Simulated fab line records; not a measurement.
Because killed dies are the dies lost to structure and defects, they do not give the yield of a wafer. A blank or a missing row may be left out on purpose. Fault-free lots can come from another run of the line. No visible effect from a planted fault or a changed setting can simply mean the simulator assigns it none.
fab line records	flow nand_harc
record: lots: 5	wafers: 15	last_day: 23
route steps=1159 shown THIN_TSV@1125 END@1158
lots with no fault: from the same line, run without faults
start_h: hours from the record's opening day to when the first of the lot's shown wafers began	wait_h: time in hours since the lot's previous step	" the same as in the row above	L1.1+2: a single row standing in for several wafers	- no value, or no start was given	* or withheld: withheld	< > ~ a bound
route shown NAME@n: NAME is a module with steps in the file, n the number in the route of the first one	usual: the fault-free wafers' mean and standard deviation	same: alike in all rows	chamber/n: place in a boat	sites: readings site by site	_std_site: their standard deviation	_edge_site: inner sites' mean taken away from outer sites' mean	radius_mm: how far each site lies from the wafer's centre	mask NAME#n: copy n	behind: tool/chamber where the wafer was last shaped	hold: why the lot went on hold/how many hours it stayed there/how the hold came to an end	device: the n, p or np transistor that did not switch	end of line: the tests these same wafers got at the end of their route	step lacking rows: just its recipe	killed: not the wafer's yield, but the dies lost to structure and defects at the first sort	map: a wafer's dies, marking killed ones x, the rest . and places with no die _
set.NAME: the setting that was run; set.NAME@STEP: the one run at that earlier step	model.NAME: the simulator's own value behind a step, which no gauge read
a table for each step, a row for each wafer; lots at some steps of the route
services: from which hour (start_h, from the record's first day; less than 0 if before it) a tool's chamber was out of use, for how many hours, and why
== steps ==
step: NHARC_THIN_TSV_ETCHBACK_48
recipe: target_depth_a: 10285	over_etch_frac: 0.3	time_s: 405.17	ion_energy_ev: 250	c4f8_flow_sccm: withheld	ar_flow_sccm: withheld	rf_w: 600	bias_w: 300	chemistry: C4F8/Ar
usual: oes_product_au: 0.934/0.025	rf_vpp_V: 547.1/3
lot.wafer	tool	chamber	start_h	wait_h	oes_product_au	rf_hours_counter_h	rf_vpp_V
L082.1	rie_diel-01	3	457.75	-	0.942	11	549.8
L082.2	"	0	"	"	0.925	9	542.4
L082.5	"	2	"	"	0.930	-	552.6
L081.1	rie_diel-07	3	469.43	-	0.927	7	546.9
L081.4	"	0	"	"	0.912	6	546.6
L081.6	"	2	"	"	0.911	-	547.5
L084.3	rie_diel-07	1	476.49	-	0.956	7	544.5
L084.2	"	2	"	"	0.944	7	549.2
L084.6	"	1	"	"	0.959	-	545.6
L083.4	rie_diel-08	1	477.77	-	0.912	10	548.4
L083.3	"	2	"	"	0.928	12	548.9
L083.1	"	0	"	"	0.925	12	547.3
L093.4	rie_diel-01	3	536.79	-	0.942	2	550.3
L093.3	"	0	"	"	0.940	2	541.4
L093.2	"	1	"	"	0.926	2	547.3
step: NHARC_THIN_TSV_STRIP_62
recipe: power_w: 1500	temp_c: 250	time_s: 20	chemistry: N2/H2
usual: drypump_motor_current_A: 5.9/0.38	heater_power_w: 321/19
same: time_s: 20
lot.wafer	tool	chamber	start_h	wait_h	drypump_motor_current_A	heater_power_w	rf_hours_counter_h
L082.1	plasma_asher-02	1	458.52	-	6.1	311	31
L082.2	"	0	"	"	5.4	342	31
L082.5	"	0	"	"	5.4	347	-
L081.1	plasma_asher-01	0	469.71	-	6.4	293	1
L081.4	"	0	"	"	6.5	293	-
L081.6	"	1	"	"	5.9	319	-
L084.2	plasma_asher-01	1	476.86	-	5.8	326	5
L084.3	"	0	"	"	6.5	289	-
L084.6	"	1	"	"	5.9	328	-
L083.1	plasma_asher-02	0	478.13	-	5.4	343	39
L083.3	"	0	"	"	5.4	343	-
L083.4	"	1	"	"	6.1	312	-
L093.2	plasma_asher-02	1	537.14	-	6.0	313	62
L093.3	"	1	"	"	6.0	310	-
L093.4	"	0	"	"	5.4	344	-
step: NHARC_THIN_TSV_DEGAS_49
recipe: temp_c: 300	time_s: 120
usual: heater_power_w: 450/34
same: time_s: 120
lot.wafer	tool	chamber	start_h	wait_h	heater_power_w
L082.1	pvd_sputter-01	-	458.72	0.2	467
L082.2	"	-	"	"	387
L082.5	"	-	"	"	457
L081.1	pvd_sputter-01	-	469.89	0.1	461
L081.4	"	-	"	"	391
L081.6	"	-	"	"	485
L084.2	pvd_sputter-02	-	477.03	0.1	431
L084.3	"	-	"	"	413
L084.6	"	-	"	"	443
L083.4	pvd_sputter-01	-	478.30	0.1	475
L083.3	"	-	"	"	485
L083.1	"	-	"	"	494
L093.2	pvd_sputter-02	-	537.31	0.1	444
L093.3	"	-	"	"	446
L093.4	"	-	"	"	469
step: NHARC_THIN_TSV_PRE_CLEAN_50
recipe: time_s: 30	temp_c: 280	gas: H2/He
usual: heater_power_w: 396/31
same: time_s: 30
lot.wafer	tool	chamber	start_h	wait_h	heater_power_w
L082.2	pvd_sputter-01	-	-	-	443
L082.1	"	-	"	"	414
L082.5	"	-	"	"	453
L081.4	pvd_sputter-01	-	-	-	431
L081.1	"	-	"	"	338
L081.6	"	-	"	"	424
L084.3	pvd_sputter-02	-	-	-	388
L084.2	"	-	"	"	383
L084.6	"	-	"	"	377
L083.3	pvd_sputter-01	-	-	-	442
L083.1	"	-	"	"	421
L083.4	"	-	"	"	340
L093.3	pvd_sputter-02	-	-	-	349
L093.4	"	-	"	"	407
L093.2	"	-	"	"	373
step: NHARC_THIN_TSV_PVD_19
recipe: target_thk_a: 200	chamber_pressure_pa: 5	material: TaN
usual: throttle_valve_pct: 29.6/0.97
lot.wafer	tool	chamber	start_h	wait_h	throttle_valve_pct
L082.2	pvd_sputter-01	-	-	-	30.1
L082.1	"	-	"	"	29.5
L082.5	"	-	"	"	30.0
L081.1	pvd_sputter-01	-	-	-	31.1
L081.4	"	-	"	"	28.6
L081.6	"	-	"	"	28.7
L084.2	pvd_sputter-02	-	-	-	29.9
L084.3	"	-	"	"	28.2
L084.6	"	-	"	"	28.4
L083.3	pvd_sputter-01	-	-	-	28.7
L083.4	"	-	"	"	29.2
L083.1	"	-	"	"	30.7
L093.4	pvd_sputter-02	-	-	-	28.5
L093.2	"	-	"	"	30.8
L093.3	"	-	"	"	29.9
step: NHARC_THIN_TSV_PVD_51
recipe: target_thk_a: 1000	chamber_pressure_pa: 5	material: Cu
usual: throttle_valve_pct: 29.7/1
lot.wafer	tool	chamber	start_h	wait_h	throttle_valve_pct
L082.2	pvd_sputter-01	-	-	-	31.1
L082.1	"	-	"	"	29.1
L082.5	"	-	"	"	28.7
L081.1	pvd_sputter-01	-	-	-	31.0
L081.4	"	-	"	"	28.9
L081.6	"	-	"	"	29.3
L084.3	pvd_sputter-02	-	-	-	28.0
L084.2	"	-	"	"	31.1
L084.6	"	-	"	"	29.9
L083.4	pvd_sputter-01	-	-	-	31.1
L083.1	"	-	"	"	28.8
L083.3	"	-	"	"	29.4
L093.4	pvd_sputter-02	-	-	-	28.1
L093.2	"	-	"	"	28.1
L093.3	"	-	"	"	30.2
step: NHARC_THIN_TSV_ECD_20
recipe: target_thk_a: 20000	material: Cu
lot.wafer	tool	chamber	start_h	wait_h
L082.1+2+5	ecd_cu-01	0,1,1	459.15	-
L081.1+4+6	ecd_cu-01	0,1,0	470.34	-
L084.2+3+6	ecd_cu-02	1,0,0	477.58	-
L083.1+3+4	ecd_cu-02	0,0,1	478.76	-
L093.2+4+3	ecd_cu-01	0,0,1	538.23	-
step: NHARC_THIN_TSV_ANNEAL_52
recipe: temp_c: 225	time_s: 90
usual: wafer_temp_C_max: 225.90/0.23
same: time_s: 90
lot.wafer	tool	chamber	start_h	wait_h	wafer_temp_C_max
L082.1	rtp_anneal-01	0	460.01	0.8	226.12
L082.2	"	0	"	"	225.79
L082.5	"	0	"	"	226.17
L081.1	rtp_anneal-02	0	471.06	0.6	225.80
L081.4	"	0	"	"	225.77
L081.6	"	0	"	"	226.45
L084.2	rtp_anneal-01	0	478.27	0.6	225.89
L084.3	"	0	"	"	225.92
L084.6	"	0	"	"	226.25
L083.1	rtp_anneal-01	0	479.49	0.6	225.64
L083.3	"	0	"	"	225.91
L083.4	"	0	"	"	225.84
L093.2	rtp_anneal-01	0	539.00	0.7	225.75
L093.3	"	0	"	"	226.02
L093.4	"	0	"	"	225.52
step: NHARC_THIN_TSV_CMP_21
recipe: t_overpolish_s: 30	target_thk_nm: 2000
usual: motor_current_A: 12.4/1.2	overpolish_run_s: 30.000/0.0094
lot.wafer	tool	chamber	start_h	wait_h	motor_current_A	overpolish_run_s
L082.2	cmp-01	1	460.35	-	12.9	30.004
L082.1	"	2	"	"	11.4	29.999
L082.5	"	1	"	"	13.5	29.975
L081.4	cmp-03	1	471.41	-	10.6	29.982
L081.1	"	3	"	"	11.6	30.002
L081.6	"	2	"	"	14.5	30.010
L084.3	cmp-01	1	478.56	-	12.8	29.999
L084.2	"	2	"	"	11.3	30.018
L084.6	"	2	"	"	11.4	30.007
L083.3	cmp-02	3	479.83	-	13.2	30.009
L083.4	"	0	"	"	12.4	29.997
L083.1	"	1	"	"	10.9	30.001
L093.3	cmp-02	2	539.30	-	11.8	29.994
L093.4	"	0	"	"	12.3	30.002
L093.2	"	1	"	"	10.8	29.999
step: NHARC_THIN_TSV_SRD_23
lot.wafer	tool	chamber	start_h	wait_h
L082.1+2+5	wet_bench-08	2,4,5	460.72	0.0
L081.1+4+6	wet_bench-10	7,1,4	471.77	0.0
L084.6+2+3	wet_bench-10	1,3,6	478.92	0.0
L083.4+3+1	wet_bench-10	0,1,4	480.20	0.0
L093.4+3+2	wet_bench-10	0,2,5	539.66	0.0
step: NHARC_THIN_TSV_DEGAS_53
recipe: temp_c: 300	time_s: 60
usual: heater_power_w: 448/32
same: time_s: 60
lot.wafer	tool	chamber	start_h	wait_h	heater_power_w
L082.1	pvd_sputter-01	-	460.92	0.2	490
L082.2	"	-	"	"	502
L082.5	"	-	"	"	395
L081.4	pvd_sputter-02	-	471.89	0.1	404
L081.1	"	-	"	"	460
L081.6	"	-	"	"	448
L084.2	pvd_sputter-02	-	479.02	0.1	431
L084.3	"	-	"	"	410
L084.6	"	-	"	"	465
L083.4	pvd_sputter-01	-	480.29	0.1	385
L083.3	"	-	"	"	507
L083.1	"	-	"	"	466
L093.3	pvd_sputter-01	-	539.77	0.1	461
L093.2	"	-	"	"	411
L093.4	"	-	"	"	474
step: NHARC_THIN_TSV_PRE_CLEAN_54
recipe: time_s: 30	temp_c: 280	gas: H2/He
usual: heater_power_w: 393/27
same: time_s: 30
lot.wafer	tool	chamber	start_h	wait_h	heater_power_w
L082.1	pvd_sputter-01	-	461.21	0.3	340
L082.2	"	-	"	"	452
L082.5	"	-	"	"	448
L081.1	pvd_sputter-02	-	471.94	0.0	359
L081.4	"	-	"	"	406
L081.6	"	-	"	"	397
L084.3	pvd_sputter-02	-	479.09	0.0	388
L084.2	"	-	"	"	372
L084.6	"	-	"	"	389
L083.3	pvd_sputter-01	-	480.36	0.1	438
L083.4	"	-	"	"	348
L083.1	"	-	"	"	414
L093.4	pvd_sputter-01	-	539.84	0.0	367
L093.3	"	-	"	"	423
L093.2	"	-	"	"	427
step: NHARC_THIN_TSV_PVD_55
recipe: target_thk_a: 500	material: TiN
lot.wafer	tool	chamber	start_h	wait_h
L082.1+2+5	pvd_sputter-01	-	461.34	0.1
L081.1+4+6	pvd_sputter-02	-	472.06	0.1
L084.2+3+6	pvd_sputter-02	-	479.16	0.0
L083.4+1+3	pvd_sputter-01	-	480.44	0.1
L093.2+4+3	pvd_sputter-01	-	539.94	0.1
step: NHARC_THIN_TSV_PVD_24
recipe: target_thk_a: 8000	power_w: withheld	chamber_pressure_pa: withheld	substrate_temp_c: withheld	time_s: withheld	gas: Ar	material: Al
lot.wafer	tool	chamber	start_h	wait_h
L082.2+1+5	pvd_sputter-01	-	461.63	0.2
L081.4+1+6	pvd_sputter-02	-	472.17	0.1
L084.2+3+6	pvd_sputter-02	-	479.31	0.1
L083.3+1+4	pvd_sputter-01	-	480.59	0.1
L093.2+3+4	pvd_sputter-01	-	540.12	0.2
step: NHARC_THIN_TSV_DEHYDRATE_25
recipe: temp_c: 150	time_s: 120
same: time_s: 120
lot.wafer	tool	chamber	start_h	wait_h
L082.1+2+5	litho_track-02	0	461.94	-
L081.1+4+6	litho_track-07	0	472.58	-
L084.2+3+6	litho_track-05	0	479.73	-
L083.1+3+4	litho_track-02	0	481.00	-
L093.2+3+4	litho_track-02	0	540.48	-
step: NHARC_THIN_TSV_HMDS_26
recipe: time_s: 30
same: time_s: 30
lot.wafer	tool	chamber	start_h	wait_h
L082.1+2+5	litho_track-02	0	-	-
L081.1+4+6	litho_track-07	0	-	-
L084.2+3+6	litho_track-05	0	-	-
L083.1+3+4	litho_track-02	0	-	-
L093.2+3+4	litho_track-02	0	-	-
step: NHARC_THIN_TSV_COAT_27
recipe: spin_rpm: *
lot.wafer	tool	chamber	start_h	wait_h
L082.1+2+5	litho_track-02	0	-	-
L081.1+4+6	litho_track-07	0	-	-
L084.2+3+6	litho_track-05	0	-	-
L083.1+3+4	litho_track-02	0	-	-
L093.2+3+4	litho_track-02	0	-	-
step: NHARC_THIN_TSV_SOFTBAKE_28
recipe: temp_c: 122	time_s: 95
same: time_s: 95
lot.wafer	tool	chamber	start_h	wait_h
L082.1+2+5	litho_track-02	0	-	-
L081.1+4+6	litho_track-07	0	-	-
L084.2+3+6	litho_track-05	0	-	-
L083.1+3+4	litho_track-02	0	-	-
L093.2+3+4	litho_track-02	0	-	-
step: NHARC_THIN_TSV_EBR_29
lot.wafer	tool	chamber	start_h	wait_h
L082.1+2+5	litho_track-02	0	-	-
L081.1+4+6	litho_track-07	0	-	-
L084.2+3+6	litho_track-05	0	-	-
L083.1+3+4	litho_track-02	0	-	-
L093.2+3+4	litho_track-02	0	-	-
step: NHARC_THIN_TSV_EXPOSE_30
recipe: na: 0.55	dose_mj: 11.47	mask_id: PAD
usual: exposure_dose_mJ_cm2: 11.468/0.012
lot.wafer	tool	chamber	start_h	wait_h	mask	exposure_dose_mJ_cm2
L082.1	krf_scanner-02	0	462.21	-	PAD#0	11.472
L082.2	"	0	"	"	PAD#0	11.459
L082.5	"	0	"	"	PAD#0	11.472
L081.1	krf_scanner-03	0	472.86	-	PAD#0	11.457
L081.4	"	0	"	"	PAD#0	11.464
L081.6	"	0	"	"	PAD#0	11.465
L084.2	krf_scanner-02	0	480.01	-	PAD#0	11.466
L084.3	"	0	"	"	PAD#0	11.460
L084.6	"	0	"	"	PAD#0	11.462
L083.1	krf_scanner-03	0	481.27	-	PAD#0	11.479
L083.3	"	0	"	"	PAD#0	11.480
L083.4	"	0	"	"	PAD#0	11.492
L093.2	krf_scanner-03	0	540.76	-	PAD#0	11.464
L093.3	"	0	"	"	PAD#0	11.467
L093.4	"	0	"	"	PAD#0	11.464
step: NHARC_THIN_TSV_PEB_31
recipe: peb_temp_c: 118	peb_time_s: 85
lot.wafer	tool	chamber	start_h	wait_h
L082.1+2+5	litho_track-05	0	462.28	0.1
L081.1+4+6	litho_track-07	0	472.92	0.1
L084.2+3+6	litho_track-02	0	480.08	0.1
L083.1+3+4	litho_track-02	0	481.34	0.1
L093.2+3+4	litho_track-05	0	540.83	0.1
step: NHARC_THIN_TSV_DEVELOP_32
recipe: time_s: 70
same: time_s: 70
lot.wafer	tool	chamber	start_h	wait_h
L082.1+2+5	litho_track-05	0	-	-
L081.1+4+6	litho_track-07	0	-	-
L084.2+3+6	litho_track-02	0	-	-
L083.1+3+4	litho_track-02	0	-	-
L093.2+3+4	litho_track-05	0	-	-
step: NHARC_THIN_TSV_CD_MEAS_33
recipe: target_cd_nm: 5000	landing_energy_ev: 500
usual: cd_nm: 5001.4/2.3
lot.wafer	tool	chamber	start_h	wait_h	cd_nm
L082.1	cd_sem-01	0	462.38	-	4999.4
L082.2	"	0	"	"	5004.2
L082.5	"	0	"	"	5004.7
L081.1	cd_sem-01	0	473.02	-	4999.3
L081.4	"	0	"	"	4998.8
L081.6	"	0	"	"	5004.4
L084.2	cd_sem-03	0	480.17	-	5001.1
L084.3	"	0	"	"	5003.3
L084.6	"	0	"	"	4998.0
L083.1	cd_sem-03	0	481.43	-	4998.8
L083.3	"	0	"	"	5002.0
L083.4	"	0	"	"	5003.1
L093.2	cd_sem-01	0	540.92	-	5003.6
L093.3	"	0	"	"	4999.7
L093.4	"	0	"	"	5002.8
step: NHARC_THIN_TSV_HARDBAKE_34
recipe: temp_c: 125	time_s: 80
same: time_s: 80
lot.wafer	tool	chamber	start_h	wait_h
L082.1+2+5	litho_track-07	0	462.46	-
L081.1+4+6	litho_track-02	0	473.10	-
L084.2+3+6	litho_track-05	0	480.25	-
L083.1+3+4	litho_track-02	0	481.51	-
L093.2+3+4	litho_track-05	0	541.00	-
step: NHARC_THIN_TSV_DESCUM_35
recipe: time_s: 3	o2_flow_sccm: 200	ar_flow_sccm: 0	bias_power_w: 0	chemistry: O2
usual: drypump_motor_current_A: 5.5/0.39	oes_product_au: 0.999/0.014	rf_vpp_V: 57.8/0.84	showerhead_plenum_p_Torr: 1.93/0.077	throttle_valve_pct: 11.312/0.0078
same: time_s: 3
lot.wafer	tool	chamber	start_h	wait_h	drypump_motor_current_A	oes_product_au	rf_hours_counter_h	rf_vpp_V	showerhead_plenum_p_Torr	throttle_valve_pct
L082.1	rie_diel-07	3	462.55	-	5.3	1.001	6	58.0	1.90	11.314
L082.2	"	0	"	"	5.5	0.978	5	58.6	1.91	11.299
L082.5	"	3	"	"	5.3	0.998	-	56.7	1.90	11.314
L081.4	rie_diel-01	3	473.19	-	5.9	1.014	13	58.8	1.99	11.305
L081.1	"	0	"	"	6.0	0.995	10	57.6	1.80	11.305
L081.6	"	2	"	"	5.2	1.004	-	59.4	2.05	11.310
L084.2	rie_diel-07	2	480.35	-	5.3	0.985	7	58.1	1.96	11.320
L084.3	"	3	"	"	5.3	1.000	8	56.7	1.90	11.325
L084.6	"	0	"	"	5.5	0.983	-	58.1	1.91	11.312
L083.3	rie_diel-07	0	481.59	-	5.5	0.981	8	58.5	1.91	11.308
L083.4	"	1	"	"	5.3	1.006	7	57.4	1.85	11.317
L083.1	"	3	"	"	5.4	1.000	8	58.0	1.90	11.312
L093.3	rie_diel-08	2	541.08	-	4.9	1.016	4	59.0	1.98	11.316
L093.4	"	0	"	"	5.8	1.018	4	58.0	1.93	11.305
L093.2	"	1	"	"	5.4	0.984	5	57.3	1.97	11.318
step: NHARC_THIN_TSV_ETCH_59
recipe: target_depth_a: 8800	icp_w: 900	bias_w: 100	Cl2_flow_sccm: 60	bcl3_flow_sccm: 30	time_s: 138.1	chemistry: Cl2/BCl3
usual: bcl3_flow_sccm: 30.00/0.084	drypump_motor_current_A: 5.57/0.2	oes_product_au: 1.006/0.0094	throttle_valve_pct: 22.264/0.009
same: time_s: 138.1
lot.wafer	tool	chamber	start_h	wait_h	bcl3_flow_sccm	drypump_motor_current_A	oes_product_au	rf_hours_counter_h	throttle_valve_pct
L082.2	rie_metal-03	0	462.68	0.1	30.11	5.46	1.020	0.0	22.267
L082.1	"	1	"	"	30.05	5.58	0.994	0.0	22.269
L082.5	"	0	"	"	30.08	5.47	1.019	-	22.272
L081.1	rie_metal-03	1	473.34	0.1	30.06	5.64	0.992	0.2	22.260
L081.4	"	0	"	"	30.07	5.48	1.019	-	22.274
L081.6	"	1	"	"	29.94	5.63	0.990	-	22.258
L084.2	rie_metal-01	1	480.45	0.1	30.00	5.78	1.020	3.9	22.274
L084.3	"	1	"	"	30.04	5.78	1.018	-	22.282
L084.6	"	1	"	"	30.04	5.78	1.005	-	22.278
L083.1	rie_metal-02	0	481.72	0.1	30.13	5.63	1.001	2.2	22.255
L083.4	"	0	"	"	30.16	5.63	1.014	-	22.263
L083.3	"	1	"	"	29.97	5.29	1.010	-	22.262
L093.2	rie_metal-03	0	541.24	0.1	29.91	5.44	1.007	2.1	22.275
L093.3	"	1	"	"	29.87	5.61	0.999	-	22.271
L093.4	"	0	"	"	29.98	5.51	1.001	-	22.257
step: NHARC_THIN_TSV_ETCH_36
recipe: target_depth_a: 650	over_etch_frac: 0.3	time_s: 18.571	ion_energy_ev: 150	chemistry: Cl2/BCl3
usual: drypump_motor_current_A: 5.57/0.2	oes_product_au: 1.007/0.0091
same: time_s: 18.571
lot.wafer	tool	chamber	start_h	wait_h	drypump_motor_current_A	oes_product_au	rf_hours_counter_h
L082.1	rie_metal-03	1	462.93	0.2	5.61	0.994	0.2
L082.2	"	0	"	"	5.49	1.016	0.2
L082.5	"	0	"	"	5.49	1.022	-
L081.1	rie_metal-03	1	473.57	0.2	5.59	0.987	0.4
L081.4	"	1	"	"	5.61	0.984	-
L081.6	"	1	"	"	5.56	0.988	-
L084.2	rie_metal-01	1	480.71	0.2	5.78	1.019	4.1
L084.3	"	0	"	"	5.80	0.997	-
L084.6	"	0	"	"	5.81	0.993	-
L083.1	rie_metal-02	0	481.98	0.2	5.61	1.005	2.3
L083.3	"	0	"	"	5.64	1.010	-
L083.4	"	1	"	"	5.30	1.005	-
L093.2	rie_metal-03	1	541.46	0.2	5.62	0.994	2.2
L093.3	"	0	"	"	5.48	0.997	-
L093.4	"	1	"	"	5.58	0.989	-
step: NHARC_THIN_TSV_STRIP_56
recipe: power_w: 1500	temp_c: 250	chemistry: O2
usual: drypump_motor_current_A: 5.9/0.38	heater_power_w: 320/19
lot.wafer	tool	chamber	start_h	wait_h	drypump_motor_current_A	heater_power_w	rf_hours_counter_h
L082.1	plasma_asher-01	0	463.04	0.1	6.5	295	0
L082.2	"	1	"	"	5.9	310	0
L082.5	"	0	"	"	6.4	293	-
L081.1	plasma_asher-02	0	473.72	0.1	5.4	345	37
L081.4	"	0	"	"	5.4	346	-
L081.6	"	0	"	"	5.4	346	-
L084.2	plasma_asher-02	0	480.81	0.1	5.4	342	40
L084.3	"	1	"	"	6.0	300	-
L084.6	"	0	"	"	5.4	354	-
L083.1	plasma_asher-01	0	482.08	0.1	6.4	288	6
L083.3	"	0	"	"	6.4	291	-
L083.4	"	1	"	"	5.9	329	-
L093.2	plasma_asher-01	1	542.10	0.6	5.9	321	24
L093.4	"	1	"	"	5.9	332	-
L093.3	"	0	"	"	6.4	303	-
step: NHARC_THIN_TSV_STRIP_57
recipe: time_s: 1200	temp_c: 72.5	chemistry: post_etch_residue_remover
same: time_s: 1200
lot.wafer	tool	chamber	start_h	wait_h
L082.2+5+1	wet_bench-10	0,2,4	463.38	0.3
L081.6+1+4	wet_bench-08	4,7,0	474.02	0.1
L084.3+2+6	wet_bench-10	4,5,6	481.18	0.2
L083.1+3+4	wet_bench-10	3,4,5	482.45	0.3
L093.4+2+3	wet_bench-08	6,0,2	542.45	0.2
step: NHARC_THIN_TSV_CD_MEAS_37
usual: cd_nm: 5002/3.9
lot.wafer	tool	chamber	start_h	wait_h	cd_nm
L082.1	cd_sem-03	-	463.89	-	5003
L082.2	"	-	"	"	5009
L082.5	"	-	"	"	5009
L081.1	cd_sem-03	-	474.47	-	5001
L081.4	"	-	"	"	4995
L081.6	"	-	"	"	5008
L084.2	cd_sem-02	-	481.61	-	5003
L084.3	"	-	"	"	5002
L084.6	"	-	"	"	4999
L083.1	cd_sem-01	-	482.87	-	4998
L083.3	"	-	"	"	5001
L083.4	"	-	"	"	5001
L093.2	cd_sem-03	-	542.90	-	5001
L093.3	"	-	"	"	5004
L093.4	"	-	"	"	5007
step: NHARC_THIN_TSV_ANNEAL_58
recipe: temp_c: 400	time_s: 1800
usual: tube_center_temp_C_max: 401.02/0.16	zone_power_upper_pct: 4.6/0.33
same: time_s: 1800
lot.wafer	tool	chamber	start_h	wait_h	tube_center_temp_C_max	zone_power_upper_pct
L082.1	furnace-03	0	465.33	1.4	400.94	4.6
L082.2	"	0	"	"	400.87	4.8
L082.5	"	0	"	"	400.89	4.7
L081.1	furnace-06	0	477.25	2.8	400.72	4.2
L081.4	"	0	"	"	401.24	4.2
L081.6	"	0	"	"	401.16	4.2
L083.1	furnace-06	0	484.37	1.5	400.94	4.2
L083.3	"	0	"	"	400.91	4.3
L083.4	"	0	"	"	401.02	4.2
L084.2	furnace-06	0	484.37	2.8	401.19	4.2
L084.3	"	0	"	"	401.02	4.1
L084.6	"	0	"	"	401.25	4.2
L093.2	furnace-06	0	544.85	1.9	400.91	4.3
L093.3	"	0	"	"	400.80	4.3
L093.4	"	0	"	"	400.83	4.2
step: NHARC_THIN_TSV_INSPECT_40
usual: raw_defect_count: 467/89
lot.wafer	tool	chamber	start_h	wait_h	raw_defect_count
L082.1	defect_inspect-02	-	466.75	0.4	337
L082.2	"	-	"	"	390
L082.5	"	-	"	"	442
L081.1	defect_inspect-01	-	478.69	0.4	506
L081.4	"	-	"	"	523
L081.6	"	-	"	"	427
L083.1	defect_inspect-02	-	485.82	0.4	490
L083.3	"	-	"	"	569
L083.4	"	-	"	"	582
L084.2	defect_inspect-01	-	485.82	0.4	593
L084.3	"	-	"	"	551
L084.6	"	-	"	"	558
L093.2	defect_inspect-02	-	546.30	0.4	455
L093.3	"	-	"	"	368
L093.4	"	-	"	"	413
step: NHARC_END_WLT_00
usual: VT_DECK1_BOTTOM: 0.868/0.0077	VT_DECK1_BOTTOM_INNER: 0.868/0.0071	VT_DECK1_MEDIAN_NEAR_BOTTOM: 0.869/0.0074	VT_DECK1_MEDIAN_NEAR_BOTTOM_INNER: 0.869/0.0068	VT_DECK1_MIDDLE: 0.881/0.0066	VT_DECK1_MIDDLE_INNER: 0.882/0.0061	VT_DECK1_TOP: 0.893/0.0059	VT_DECK1_TOP_INNER: 0.893/0.0062
lot.wafer	tool	chamber	start_h	wait_h	VT_DECK1_BOTTOM	VT_DECK1_BOTTOM_INNER	VT_DECK1_MEDIAN_NEAR_BOTTOM	VT_DECK1_MEDIAN_NEAR_BOTTOM_INNER	VT_DECK1_MIDDLE	VT_DECK1_MIDDLE_INNER	VT_DECK1_TOP	VT_DECK1_TOP_INNER
L082.1	prober-01	-	475.77	9.0	0.866	0.867	0.881	0.867	0.886	0.885	0.888	0.896
L082.2	"	-	"	"	0.875	0.877	0.876	0.873	0.884	0.878	0.900	0.897
L082.5	"	-	477.76	11.0	0.860	0.866	0.868	0.864	0.877	0.875	0.897	0.890
L081.1	prober-02	-	478.75	0.1	0.854	0.857	0.865	0.857	0.883	0.874	0.887	0.884
L081.4	"	-	480.26	1.6	0.850	0.858	0.857	0.860	0.870	0.870	0.884	0.884
L081.6	"	-	481.27	2.6	0.858	0.857	0.854	0.858	0.868	0.871	0.883	0.888
L083.1	prober-01	-	485.86	0.0	0.868	0.871	0.864	0.874	0.882	0.879	0.892	0.892
L083.3	"	-	"	"	0.872	0.865	0.863	0.872	0.890	0.875	0.904	0.895
L083.4	"	-	"	"	0.866	0.860	0.871	0.867	0.887	0.876	0.892	0.898
L084.2	prober-02	-	487.11	1.3	0.869	0.885	0.874	0.872	0.887	0.883	0.907	0.899
L084.3	"	-	"	"	0.869	0.868	0.874	0.871	0.874	0.873	0.893	0.895
L084.6	"	-	489.12	3.3	0.869	0.869	0.862	0.866	0.882	0.885	0.901	0.900
L093.2	prober-01	-	546.86	0.6	0.856	0.863	0.861	0.872	0.874	0.875	0.889	0.887
L093.3	"	-	"	"	0.871	0.871	0.865	0.871	0.872	0.876	0.886	0.888
L093.4	"	-	"	"	0.872	0.861	0.871	0.867	0.881	0.884	0.892	0.887
== services ==
tool	chamber	start_h	hours	kind
cmp-02	-	441.75	1.7	repair
ecd_cu-01	-	448.10	8.0	pm
rie_diel-08	2	450.55	1.4	repair
rie_metal-03	-	453.00	9.0	pm
plasma_asher-01	-	453.39	9.0	pm
rie_metal-02	0	459.71	7.2	repair
cmp-02	-	467.01	4.0	pm
cmp-01	-	474.13	4.0	pm
rie_diel-08	-	478.80	9.0	pm
rie_diel-07	3	482.81	18.6	repair
pvd_sputter-02	-	483.82	3.7	repair
plasma_asher-02	-	488.68	1.2	repair
krf_scanner-03	-	490.17	0.5	repair
rie_diel-01	-	491.87	9.0	pm
plasma_asher-01	-	493.25	11.4	repair
krf_scanner-03	-	495.19	1.6	repair
rie_metal-01	-	509.00	9.0	pm
pvd_sputter-02	-	510.73	4.9	repair
krf_scanner-03	-	512.03	4.0	pm
pvd_sputter-01	-	514.06	10.0	pm
litho_track-02	-	515.00	7.0	pm
wet_bench-08	-	527.72	0.6	repair
plasma_asher-02	-	537.28	9.0	pm
litho_track-07	-	539.00	7.0	pm
== key ==
fault none
